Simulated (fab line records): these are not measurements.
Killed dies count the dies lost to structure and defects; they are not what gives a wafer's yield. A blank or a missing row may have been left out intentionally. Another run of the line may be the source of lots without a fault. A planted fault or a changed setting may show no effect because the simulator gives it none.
Chamber matching    flow n5Finfet    rieDiel-02 running N5_BEOL_M6_ETCH_65: 4 sister chambers
The step etches SiARC in CF4, target depth 15.6 nm, time 26 s. 4 wafers are shown with their chamber, then 8 later ones without.

== WAFERS PAIRED WITH THEIR CHAMBERS ==
wafer   chamber  showerheadPlenumPTorr (Torr)
L082.2  0        2.06
L082.5  1        2.12
L086.5  2        2.25
L088.1  3        2.12

== WAFERS WITH NO CHAMBER GIVEN ==
wafer   showerheadPlenumPTorr (Torr)
L088.2  2.25
L088.3  2.06
L092.1  2.11
L092.3  2.12
L092.6  2.11
L095.1  2.24
L095.2  2.12
L095.5  2.12

== WHICH CHAMBER EACH WENT THROUGH ==
wafer   from the rows above      in truth
L088.2  2                        2
L088.3  0                        0
L092.1  can't be placed: 1 or 3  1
L092.3  can't be placed: 1 or 3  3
L092.6  can't be placed: 1 or 3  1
L095.1  2                        2
L095.2  can't be placed: 1 or 3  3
L095.5  can't be placed: 1 or 3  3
Correctly placed: 3 of 8. Cannot be placed on the basis of these rows: 5; the candidates contain the true chamber in 5. Placed wrongly: 0.
How it was worked out, from the rows above alone: a wafer's distance from a chamber is the root of the sum, over the readings, of the square of ((its reading less the chamber's mean) divided by the reading's scatter). If the next closest chamber is less than 2 further off than the closest, the wafer can't be placed; otherwise it belongs to the closest. Each chamber's mean is taken over the wafers shown for it. The scatter: with one shown wafer a chamber, the root of the mean of the squares of how far each hidden wafer lies from its nearest shown one.
